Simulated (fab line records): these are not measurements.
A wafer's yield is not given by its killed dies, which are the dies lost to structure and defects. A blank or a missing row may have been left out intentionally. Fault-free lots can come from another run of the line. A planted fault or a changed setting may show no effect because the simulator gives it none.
Which tool did it? + flow nandHarc + 72 wafers from 24 lots sampled at 6 of the route's 1302 steps

WHAT THE GAUGES SHOWED, per wafer
Not one reading of a measure or inspect step in the record can be checked against a usual standard deviation.

WHAT TOOL EACH LOT RAN ON (gives the tool, then ch and the chambers of the sampled wafers, and finally the start)
| lot  | NHARC_A_STAIRCASE_ETCH_15                    | NHARC_A_STAIRCASE_ETCH_19                    | NHARC_A_STAIRCASE_TRIM_22                    | NHARC_A_STAIRCASE_DESCUM_186      | NHARC_A_STAIRCASE_ETCH_197      | NHARC_A_STAIRCASE_ETCH_236    |
|------|----------------------------------------------|----------------------------------------------|----------------------------------------------|-----------------------------------|---------------------------------|-------------------------------|
| L075 | rieDiel-02 ch 0,3, day 15 15:31 or earlier   | rieDiel-02 ch 1,3, day 15 15:31 or earlier   | rieDiel-02 ch 0,3, day 15 15:31 or earlier   | rieDiel-05 ch 0,1,3, day 15 15:31 | rieDiel-04 ch 0,1,3, no start   | rieDiel-05 ch 0,2, no start   |
| L074 | rieDiel-04 ch 0,2, day 16 15:02 or earlier   | rieDiel-04 ch 0,1,3, day 16 15:02 or earlier | rieDiel-05 ch 1,2,3, day 16 15:02 or earlier | rieDiel-05 ch 1,3, day 16 15:02   | rieDiel-05 ch 0,3, no start     | rieDiel-04 ch 0,1,3, no start |
| L077 | rieDiel-04 ch 1,2,3, day 16 21:16 or earlier | rieDiel-04 ch 0,2, day 16 21:16 or earlier   | rieDiel-04 ch 0,2,3, day 16 21:16 or earlier | rieDiel-05 ch 1,2,3, day 16 21:16 | rieDiel-05 ch 0,2,3, no start   | rieDiel-04 ch 0,1,2, no start |
| L076 | rieDiel-02 ch 0,1,3, day 16 21:33 or earlier | rieDiel-02 ch 0,2,3, day 16 21:33 or earlier | rieDiel-02 ch 0,1,2, day 16 21:33 or earlier | rieDiel-05 ch 0,1,2, day 16 21:33 | rieDiel-04 ch 0,2,3, no start   | rieDiel-05 ch 0,2,3, no start |
| L079 | rieDiel-05 ch 0,1, day 17 11:46 or earlier   | rieDiel-05 ch 0,1,2, day 17 11:46 or earlier | rieDiel-04 ch 1,3, day 17 11:46 or earlier   | rieDiel-04 ch 0,2,3, day 17 11:46 | rieDiel-05 ch 0,2,3, no start   | rieDiel-05 ch 0,1, no start   |
| L078 | rieDiel-04 ch 2,3, day 17 12:08 or earlier   | rieDiel-04 ch 2,3, day 17 12:08 or earlier   | rieDiel-04 ch 0,3, day 17 12:08 or earlier   | rieDiel-04 ch 0,2,3, day 17 12:08 | rieDiel-04 ch 2,3, no start     | rieDiel-04 ch 0,1, no start   |
| L080 | rieDiel-04 ch 0,1,3, day 18 03:26 or earlier | rieDiel-04 ch 0,1,3, day 18 03:26 or earlier | rieDiel-02 ch 0,1,2, day 18 03:26 or earlier | rieDiel-02 ch 2,3, day 18 03:26   | rieDiel-02 ch 0,2, no start     | rieDiel-02 ch 0,1, no start   |
| L082 | rieDiel-05 ch 1,2,3, day 19 04:33 or earlier | rieDiel-05 ch 0,1,2, day 19 04:33 or earlier | rieDiel-05 ch 1,2,3, day 19 04:33 or earlier | rieDiel-05 ch 1,2,3, day 19 04:33 | rieDiel-05 ch 0,1,2, no start   | rieDiel-05 ch 0,1,3, no start |
| L081 | rieDiel-04 ch 0,1,3, day 19 06:02 or earlier | rieDiel-04 ch 0,2,3, day 19 06:02 or earlier | rieDiel-02 ch 0,1, day 19 06:02 or earlier   | rieDiel-02 ch 0,1,2, day 19 06:02 | rieDiel-05 ch 0,2,3, no start   | rieDiel-02 ch 0,2, no start   |
| L083 | rieDiel-05 ch 0,1,2, day 19 20:16 or earlier | rieDiel-05 ch 0,1, day 19 20:16 or earlier   | rieDiel-05 ch 1,2, day 19 20:16 or earlier   | rieDiel-04 ch 1,2, day 19 20:16   | rieDiel-04 ch 1,2, no start     | rieDiel-05 ch 0,3, no start   |
| L084 | rieDiel-05 ch 0,3, day 20 12:25 or earlier   | rieDiel-05 ch 0,1,3, day 20 12:25 or earlier | rieDiel-05 ch 0,2,3, day 20 12:25 or earlier | rieDiel-02 ch 0,2, day 20 12:25   | rieDiel-02 ch 0,2, day 20 14:21 | rieDiel-04 ch 0,2,3, no start |
| L085 | rieDiel-04 ch 0,1, day 20 16:44 or earlier   | rieDiel-04 ch 0,1,2, day 20 16:44 or earlier | rieDiel-04 ch 1,3, day 20 16:44 or earlier   | rieDiel-02 ch 0, day 20 16:44     | rieDiel-04 ch 0,2,3, no start   | rieDiel-05 ch 2,3, no start   |
| L086 | rieDiel-05 ch 2,3, day 20 17:59 or earlier   | rieDiel-05 ch 1,2,3, day 20 17:59 or earlier | rieDiel-05 ch 1,2, day 20 17:59 or earlier   | rieDiel-05 ch 1,2, day 20 17:59   | rieDiel-05 ch 1,2, no start     | rieDiel-02 ch 1,2, no start   |
| L087 | rieDiel-04 ch 0,1, day 20 20:59 or earlier   | rieDiel-04 ch 0,1,3, day 20 20:59 or earlier | rieDiel-02 ch 0,1,2, day 20 20:59 or earlier | rieDiel-04 ch 2,3, day 20 20:59   | rieDiel-04 ch 0,1,2, no start   | rieDiel-04 ch 0,1,2, no start |
| L089 | rieDiel-04 ch 0,1,2, day 21 20:17 or earlier | rieDiel-04 ch 1,3, day 21 20:17 or earlier   | rieDiel-02 ch 1,2, day 21 20:17 or earlier   | rieDiel-02 ch 0,1,2, day 21 20:17 | rieDiel-04 ch 0,1,2, no start   | rieDiel-04 ch 0,1,2, no start |
| L088 | rieDiel-04 ch 2,3, day 21 22:16 or earlier   | rieDiel-04 ch 1,2,3, day 21 22:16 or earlier | rieDiel-05 ch 1,3, day 21 22:16 or earlier   | rieDiel-04 ch 0,1, day 21 22:16   | rieDiel-05 ch 2,3, no start     | rieDiel-02 ch 1,2,3, no start |
| L090 | rieDiel-02 ch 1,2,3, day 23 03:03 or earlier | rieDiel-02 ch 1,2,3, day 23 03:03 or earlier | rieDiel-05 ch 0,1, day 23 03:03 or earlier   | rieDiel-04 ch 1,3, day 23 03:03   | rieDiel-04 ch 0,1,2, no start   | rieDiel-05 ch 0,1,2, no start |
| L091 | rieDiel-02 ch 0,2,3, day 23 03:20 or earlier | rieDiel-02 ch 0,1,3, day 23 03:20 or earlier | rieDiel-05 ch 1,2,3, day 23 03:20 or earlier | rieDiel-05 ch 0,2,3, day 23 03:20 | rieDiel-02 ch 0,1,2, no start   | rieDiel-02 ch 1,2, no start   |
| L092 | rieDiel-05 ch 1,2,3, day 23 08:29 or earlier | rieDiel-05 ch 0,2, day 23 08:29 or earlier   | rieDiel-02 ch 0,2, day 23 08:29 or earlier   | rieDiel-05 ch 0,1, day 23 08:29   | rieDiel-02 ch 1,3, no start     | rieDiel-02 ch 1,2,3, no start |
| L093 | rieDiel-02 ch 0,2, day 23 22:09 or earlier   | rieDiel-02 ch 0,2, day 23 22:09 or earlier   | rieDiel-02 ch 0,1, day 23 22:09 or earlier   | rieDiel-02 ch 0,1,2, day 23 22:09 | rieDiel-05 ch 0,2,3, no start   | rieDiel-04 ch 1,2,3, no start |
| L095 | rieDiel-02 ch 0,2,3, day 24 10:32 or earlier | rieDiel-02 ch 0,1,3, day 24 10:32 or earlier | rieDiel-05 ch 0,1,2, day 24 10:32 or earlier | rieDiel-05 ch 0,2,3, day 24 10:32 | rieDiel-05 ch 0,2,3, no start   | rieDiel-05 ch 0,2,3, no start |
| L094 | rieDiel-05 ch 0,3, day 24 16:26 or earlier   | rieDiel-05 ch 0,3, day 24 16:26 or earlier   | rieDiel-05 ch 0,1,2, day 24 16:26 or earlier | rieDiel-02 ch 2,3, day 24 16:26   | rieDiel-04 ch 0,1,2, no start   | rieDiel-05 ch 0,3, no start   |
| L096 | rieDiel-05 ch 0,1,2, day 24 22:52 or earlier | rieDiel-05 ch 0,1,3, day 24 22:52 or earlier | rieDiel-04 ch 1,2,3, day 24 22:52 or earlier | rieDiel-05 ch 0,2,3, day 24 22:52 | rieDiel-04 ch 0,1,2, no start   | rieDiel-04 ch 0,1,3, no start |
| L097 | rieDiel-02 ch 0,1,3, day 25 13:08 or earlier | rieDiel-02 ch 0,1,3, day 25 13:08 or earlier | rieDiel-02 ch 0,3, day 25 13:08 or earlier   | rieDiel-02 ch 0,2,3, day 25 13:08 | rieDiel-04 ch 0,3, no start     | rieDiel-04 ch 1,2, no start   |
- NHARC_A_STAIRCASE_ETCH_15: etches the open film in C4F8/O2, target depth 100 nm, time 40.5 s.
- NHARC_A_STAIRCASE_ETCH_19: etches the open film in C4F8/O2, target depth 100 nm, time 40.5 s.
- NHARC_A_STAIRCASE_TRIM_22: chemistry O2, time 211.2 s.
- NHARC_A_STAIRCASE_DESCUM_186: chemistry O2, time 3 s.
- NHARC_A_STAIRCASE_ETCH_197: etches the open film in C4F8/O2, target depth 100 nm, time 40.5 s.
- NHARC_A_STAIRCASE_ETCH_236: etches the open film in C4F8/O2, target depth 100 nm, time 40.5 s.

AS READ BY THE TOOLS THEMSELVES (means over the sampled wafers that have a number; for cases with no such wafer, the mark the record gives instead)
NHARC_A_STAIRCASE_ETCH_15. Usual: oesProductAu 0.945 a.u., standard deviation 0.009; rfFwdPowerW 591.3 W, standard deviation 2.9; rfVppV 893 V, standard deviation 4.3.
| lot  | tool       | oesProductAu (a.u.) | rfFwdPowerW (W) | rfVppV (V) | flag |
|------|------------|---------------------|-----------------|------------|------|
| L075 | rieDiel-02 | 0.942               | 590.4           | 891        |      |
| L074 | rieDiel-04 | 0.942               | 589.3           | 891        |      |
| L077 | rieDiel-04 | 0.945               | 590.9           | 894        |      |
| L076 | rieDiel-02 | 0.949               | 590.6           | 888        |      |
| L079 | rieDiel-05 | 0.961               | 590.4           | 897        |      |
| L078 | rieDiel-04 | 0.947               | 589.3           | 895        |      |
| L080 | rieDiel-04 | 0.941               | 589.7           | 894        |      |
| L082 | rieDiel-05 | 0.942               | 593.4           | 894        |      |
| L081 | rieDiel-04 | 0.944               | 590.7           | 893        |      |
| L083 | rieDiel-05 | 0.950               | 590.3           | 897        |      |
| L084 | rieDiel-05 | 0.941               | 589.2           | 892        |      |
| L085 | rieDiel-04 | 0.941               | 591.1           | 893        |      |
| L086 | rieDiel-05 | 0.944               | 591.4           | 893        |      |
| L087 | rieDiel-04 | 0.950               | 591.6           | 891        |      |
| L089 | rieDiel-04 | 0.949               | 594.0           | 891        |      |
| L088 | rieDiel-04 | 0.937               | 592.2           | 892        |      |
| L090 | rieDiel-02 | 0.942               | 593.0           | 897        |      |
| L091 | rieDiel-02 | 0.934               | 591.5           | 891        |      |
| L092 | rieDiel-05 | 0.938               | 593.1           | 894        |      |
| L093 | rieDiel-02 | 0.957               | 588.9           | 893        |      |
| L095 | rieDiel-02 | 0.944               | 589.8           | 891        |      |
| L094 | rieDiel-05 | 0.943               | 591.9           | 892        |      |
| L096 | rieDiel-05 | 0.942               | 592.1           | 895        |      |
| L097 | rieDiel-02 | 0.952               | 591.5           | 895        |      |

NHARC_A_STAIRCASE_ETCH_19. Usual: oesProductAu 0.944 a.u., standard deviation 0.0084; rfFwdPowerW 591.5 W, standard deviation 2.8; rfVppV 893 V, standard deviation 4.3.
| lot  | tool       | oesProductAu (a.u.) | rfFwdPowerW (W) | rfVppV (V) | flag |
|------|------------|---------------------|-----------------|------------|------|
| L075 | rieDiel-02 | 0.939               | 590.3           | 888        |      |
| L074 | rieDiel-04 | 0.939               | 589.8           | 894        |      |
| L077 | rieDiel-04 | 0.950               | 590.0           | 890        |      |
| L076 | rieDiel-02 | 0.936               | 589.7           | 892        |      |
| L079 | rieDiel-05 | 0.941               | 594.0           | 897        |      |
| L078 | rieDiel-04 | 0.937               | 593.8           | 892        |      |
| L080 | rieDiel-04 | 0.933               | 591.6           | 894        |      |
| L082 | rieDiel-05 | 0.952               | 594.0           | 896        |      |
| L081 | rieDiel-04 | 0.943               | 589.2           | 893        |      |
| L083 | rieDiel-05 | 0.954               | 591.9           | 896        |      |
| L084 | rieDiel-05 | 0.951               | 592.5           | 895        |      |
| L085 | rieDiel-04 | 0.946               | 591.3           | 891        |      |
| L086 | rieDiel-05 | 0.933               | 593.7           | 894        |      |
| L087 | rieDiel-04 | 0.942               | 590.2           | 894        |      |
| L089 | rieDiel-04 | 0.943               | 589.1           | 896        |      |
| L088 | rieDiel-04 | 0.943               | 590.1           | 893        |      |
| L090 | rieDiel-02 | 0.941               | 592.2           | 897        |      |
| L091 | rieDiel-02 | 0.936               | 591.8           | 895        |      |
| L092 | rieDiel-05 | 0.943               | 590.2           | 893        |      |
| L093 | rieDiel-02 | 0.952               | 590.7           | 894        |      |
| L095 | rieDiel-02 | 0.944               | 591.9           | 893        |      |
| L094 | rieDiel-05 | 0.957               | 589.0           | 892        |      |
| L096 | rieDiel-05 | 0.944               | 592.2           | 894        |      |
| L097 | rieDiel-02 | 0.945               | 591.8           | 894        |      |

NHARC_A_STAIRCASE_TRIM_22. Usual: drypumpMotorCurrentA 5.6 A, standard deviation 0.51; oesProductAu 1.000 a.u., standard deviation 0.007; rfVppV 57.7 V, standard deviation 0.92; showerheadPlenumPTorr 3.48 Torr, standard deviation 0.13; throttleValvePct 17.038 %, standard deviation 0.0094.
| lot  | tool       | drypumpMotorCurrentA (A) | oesProductAu (a.u.) | rfVppV (V) | showerheadPlenumPTorr (Torr) | throttleValvePct (%) | flag |
|------|------------|--------------------------|---------------------|------------|------------------------------|----------------------|------|
| L075 | rieDiel-02 | 5.4                      | 0.997               | 58.0       | 3.35                         | 17.043               |      |
| L074 | rieDiel-05 | 5.3                      | 1.003               | 57.1       | 3.49                         | 17.031               |      |
| L077 | rieDiel-04 | 5.6                      | 0.996               | 57.8       | 3.45                         | 17.045               |      |
| L076 | rieDiel-02 | 5.5                      | 0.997               | 57.9       | 3.43                         | 17.033               |      |
| L079 | rieDiel-04 | 6.1                      | 0.996               | 58.0       | 3.53                         | 17.032               |      |
| L078 | rieDiel-04 | 6.0                      | 1.000               | 57.6       | 3.51                         | 17.035               |      |
| L080 | rieDiel-02 | 5.5                      | 0.994               | 58.2       | 3.60                         | 17.034               |      |
| L082 | rieDiel-05 | 5.3                      | 1.001               | 58.0       | 3.49                         | 17.040               |      |
| L081 | rieDiel-02 | 5.3                      | 0.992               | 57.7       | 3.54                         | 17.043               |      |
| L083 | rieDiel-05 | 5.8                      | 1.001               | 58.3       | 3.52                         | 17.035               |      |
| L084 | rieDiel-05 | 5.8                      | 1.003               | 57.5       | 3.45                         | 17.043               |      |
| L085 | rieDiel-04 | 6.0                      | 1.003               | 57.9       | 3.49                         | 17.034               |      |
| L086 | rieDiel-05 | 5.8                      | 0.995               | 57.8       | 3.51                         | 17.043               |      |
| L087 | rieDiel-02 | 5.5                      | 1.002               | 57.7       | 3.58                         | 17.036               |      |
| L089 | rieDiel-02 | 5.7                      | 0.997               | 58.7       | 3.63                         | 17.035               |      |
| L088 | rieDiel-05 | 4.8                      | 1.002               | 57.5       | 3.52                         | 17.043               |      |
| L090 | rieDiel-05 | 5.7                      | 1.000               | 59.0       | 3.53                         | 17.031               |      |
| L091 | rieDiel-05 | 5.3                      | 0.996               | 57.5       | 3.47                         | 17.037               |      |
| L092 | rieDiel-02 | 5.3                      | 0.994               | 57.3       | 3.44                         | 17.040               |      |
| L093 | rieDiel-02 | 5.3                      | 0.996               | 58.1       | 3.52                         | 17.034               |      |
| L095 | rieDiel-05 | 5.7                      | 1.002               | 58.2       | 3.51                         | 17.035               |      |
| L094 | rieDiel-05 | 5.7                      | 0.997               | 58.3       | 3.50                         | 17.036               |      |
| L096 | rieDiel-04 | 5.7                      | 0.997               | 57.1       | 3.43                         | 17.041               |      |
| L097 | rieDiel-02 | 5.4                      | 1.008               | 56.6       | 3.32                         | 17.032               |      |

NHARC_A_STAIRCASE_DESCUM_186. Usual: drypumpMotorCurrentA 5.5 A, standard deviation 0.51; oesProductAu 1.000 a.u., standard deviation 0.0073; rfVppV 57.6 V, standard deviation 0.87; showerheadPlenumPTorr 1.88 Torr, standard deviation 0.067; throttleValvePct 11.311 %, standard deviation 0.0098.
| lot  | tool       | drypumpMotorCurrentA (A) | oesProductAu (a.u.) | rfVppV (V) | showerheadPlenumPTorr (Torr) | throttleValvePct (%) | flag |
|------|------------|--------------------------|---------------------|------------|------------------------------|----------------------|------|
| L075 | rieDiel-05 | 5.2                      | 1.003               | 58.2       | 1.91                         | 11.312               |      |
| L074 | rieDiel-05 | 4.8                      | 1.009               | 57.7       | 1.92                         | 11.313               |      |
| L077 | rieDiel-05 | 5.3                      | 1.000               | 57.7       | 1.89                         | 11.321               |      |
| L076 | rieDiel-05 | 5.7                      | 0.999               | 58.1       | 1.92                         | 11.313               |      |
| L079 | rieDiel-04 | 5.6                      | 0.988               | 57.6       | 1.86                         | 11.307               |      |
| L078 | rieDiel-04 | 5.6                      | 0.998               | 58.2       | 1.86                         | 11.307               |      |
| L080 | rieDiel-02 | 5.6                      | 1.004               | 56.9       | 1.83                         | 11.310               |      |
| L082 | rieDiel-05 | 5.3                      | 0.991               | 56.8       | 1.89                         | 11.307               |      |
| L081 | rieDiel-02 | 5.5                      | 0.995               | 58.2       | 1.95                         | 11.315               |      |
| L083 | rieDiel-04 | 5.6                      | 0.998               | 57.4       | 1.85                         | 11.309               |      |
| L084 | rieDiel-02 | 5.5                      | 1.006               | 58.0       | 1.90                         | 11.309               |      |
| L085 | rieDiel-02 | 5.1                      | 1.006               | 57.5       | 1.84                         | 11.317               |      |
| L086 | rieDiel-05 | 5.8                      | 0.994               | 57.8       | 1.90                         | 11.316               |      |
| L087 | rieDiel-04 | 5.8                      | 0.993               | 58.4       | 1.89                         | 11.302               |      |
| L089 | rieDiel-02 | 5.5                      | 1.000               | 58.1       | 1.94                         | 11.309               |      |
| L088 | rieDiel-04 | 5.7                      | 1.005               | 57.5       | 1.85                         | 11.316               |      |
| L090 | rieDiel-04 | 6.1                      | 0.992               | 58.1       | 1.91                         | 11.314               |      |
| L091 | rieDiel-05 | 5.7                      | 0.997               | 56.9       | 1.86                         | 11.314               |      |
| L092 | rieDiel-05 | 5.7                      | 1.004               | 57.6       | 1.92                         | 11.315               |      |
| L093 | rieDiel-02 | 5.5                      | 1.010               | 57.6       | 1.94                         | 11.306               |      |
| L095 | rieDiel-05 | 5.7                      | 0.996               | 57.1       | 1.86                         | 11.316               |      |
| L094 | rieDiel-02 | 5.7                      | 1.006               | 57.6       | 1.87                         | 11.312               |      |
| L096 | rieDiel-05 | 5.8                      | 0.992               | 57.7       | 1.85                         | 11.312               |      |
| L097 | rieDiel-02 | 5.5                      | 1.005               | 57.2       | 1.84                         | 11.301               |      |

NHARC_A_STAIRCASE_ETCH_197. Usual: oesProductAu 0.954 a.u., standard deviation 0.019; rfFwdPowerW 591 W, standard deviation 3.1; rfVppV 894 V, standard deviation 4.
| lot  | tool       | oesProductAu (a.u.) | rfFwdPowerW (W) | rfVppV (V) | flag |
|------|------------|---------------------|-----------------|------------|------|
| L075 | rieDiel-04 | 0.969               | 590             | 894        |      |
| L074 | rieDiel-05 | 0.945               | 591             | 893        |      |
| L077 | rieDiel-05 | 0.941               | 592             | 893        |      |
| L076 | rieDiel-04 | 0.975               | 589             | 893        |      |
| L079 | rieDiel-05 | 0.981               | 591             | 895        |      |
| L078 | rieDiel-04 | 0.935               | 589             | 894        |      |
| L080 | rieDiel-02 | 0.923               | 591             | 895        |      |
| L082 | rieDiel-05 | 0.942               | 591             | 896        |      |
| L081 | rieDiel-05 | 0.976               | 593             | 893        |      |
| L083 | rieDiel-04 | 0.937               | 593             | 890        |      |
| L084 | rieDiel-02 | 0.943               | 591             | 893        |      |
| L085 | rieDiel-04 | 0.948               | 590             | 893        |      |
| L086 | rieDiel-05 | 0.950               | 595             | 895        |      |
| L087 | rieDiel-04 | 0.940               | 592             | 891        |      |
| L089 | rieDiel-04 | 0.976               | 593             | 891        |      |
| L088 | rieDiel-05 | 0.963               | 591             | 891        |      |
| L090 | rieDiel-04 | 0.946               | 591             | 890        |      |
| L091 | rieDiel-02 | 0.977               | 591             | 897        |      |
| L092 | rieDiel-02 | 0.968               | 588             | 893        |      |
| L093 | rieDiel-05 | 0.959               | 593             | 892        |      |
| L095 | rieDiel-05 | 0.928               | 590             | 893        |      |
| L094 | rieDiel-04 | 0.970               | 593             | 890        |      |
| L096 | rieDiel-04 | 0.935               | 594             | 890        |      |
| L097 | rieDiel-04 | 0.965               | 591             | 892        |      |

NHARC_A_STAIRCASE_ETCH_236. Usual: oesProductAu 0.943 a.u., standard deviation 0.01; rfFwdPowerW 592 W, standard deviation 3.2; rfVppV 894 V, standard deviation 4.5.
| lot  | tool       | oesProductAu (a.u.) | rfFwdPowerW (W) | rfVppV (V) | flag |
|------|------------|---------------------|-----------------|------------|------|
| L075 | rieDiel-05 | 0.938               | 593             | 895        |      |
| L074 | rieDiel-04 | 0.951               | 593             | 894        |      |
| L077 | rieDiel-04 | 0.938               | 592             | 891        |      |
| L076 | rieDiel-05 | 0.950               | 592             | 894        |      |
| L079 | rieDiel-05 | 0.950               | 589             | 897        |      |
| L078 | rieDiel-04 | 0.952               | 593             | 892        |      |
| L080 | rieDiel-02 | 0.956               | 594             | 901        |      |
| L082 | rieDiel-05 | 0.940               | 592             | 896        |      |
| L081 | rieDiel-02 | 0.943               | 592             | 895        |      |
| L083 | rieDiel-05 | 0.953               | 589             | 893        |      |
| L084 | rieDiel-04 | 0.939               | 589             | 893        |      |
| L085 | rieDiel-05 | 0.944               | 591             | 892        |      |
| L086 | rieDiel-02 | 0.928               | 592             | 903        |      |
| L087 | rieDiel-04 | 0.945               | 589             | 890        |      |
| L089 | rieDiel-04 | 0.950               | 593             | 891        |      |
| L088 | rieDiel-02 | 0.927               | 591             | 897        |      |
| L090 | rieDiel-05 | 0.935               | 594             | 896        |      |
| L091 | rieDiel-02 | 0.954               | 592             | 901        |      |
| L092 | rieDiel-02 | 0.943               | 593             | 896        |      |
| L093 | rieDiel-04 | 0.930               | 592             | 893        |      |
| L095 | rieDiel-05 | 0.939               | 591             | 893        |      |
| L094 | rieDiel-05 | 0.942               | 592             | 893        |      |
| L096 | rieDiel-04 | 0.947               | 591             | 893        |      |
| L097 | rieDiel-04 | 0.950               | 595             | 891        |      |

THE ANSWER, worked out from the rows above alone
Rule: a lot counts as off when the mean over its wafers that have a number is more than 3 standard deviations away from the usual mean. Also off: a lot with no number at a reading for which 4 or more lots have one. Where the step has rows for the other lots, those lots are counted as sound. After the gauges, taken in route order, come the tools' own readings; for these a lot's mean is taken, as printed above. The first step at which some lot is off is used, and at that step the reading that is off furthest; a lot without a number counts as furthest.
No lot is off on any of the readings shown, so nothing can be concluded from this.

WHAT WAS PUT IN BY THE SIMULATOR
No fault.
